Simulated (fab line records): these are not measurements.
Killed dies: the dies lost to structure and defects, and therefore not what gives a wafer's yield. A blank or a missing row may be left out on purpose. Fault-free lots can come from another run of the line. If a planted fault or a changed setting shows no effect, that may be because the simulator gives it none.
Chamber matching	flow nandHarc	NHARC_A_STAIRCASE_DESCUM_252 on rieDiel-09 has 4 sister chambers
The step chemistry O2, time 3 s. 4 wafers are shown with their chamber, then 11 later ones without.

== EACH WAFER AND ITS CHAMBER ==
wafer	chamber	drypumpMotorCurrentA (A)
L080.1	1	5.0
L084.2	2	5.6
L084.5	0	6.4
L082.1	3	5.6

== WAFERS WITHOUT THEIR CHAMBER ==
wafer	drypumpMotorCurrentA (A)
L082.4	6.4
L082.6	5.0
L095.2	5.6
L095.5	5.6
L095.6	6.4
L096.1	5.6
L096.3	5.0
L096.5	5.6
L094.3	5.6
L094.4	5.0
L094.5	5.1

== CHAMBER TAKEN BY EACH ==
wafer	from the rows above	in truth
L082.4	0	0
L082.6	1	1
L095.2	can't be placed: 2 or 3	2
L095.5	can't be placed: 2 or 3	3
L095.6	0	0
L096.1	can't be placed: 2 or 3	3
L096.3	1	1
L096.5	can't be placed: 2 or 3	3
L094.3	can't be placed: 2 or 3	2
L094.4	1	1
L094.5	1	1
Correct placement for 6 of the 11. Unplaceable from these rows: 5, with the true chamber sitting among the candidates in 5. Number placed wrongly: 0.
How it was worked out, from the rows above alone: a wafer's distance from a chamber is the root of the sum, over the readings, of the square of ((its reading less the chamber's mean) divided by the reading's scatter). If the next closest chamber is less than 2 further off than the closest, the wafer can't be placed; otherwise it belongs to the closest. A chamber's mean is the mean of its shown wafers. The scatter: root of mean squared gap, hidden wafer to nearest shown wafer, with one shown wafer a chamber.
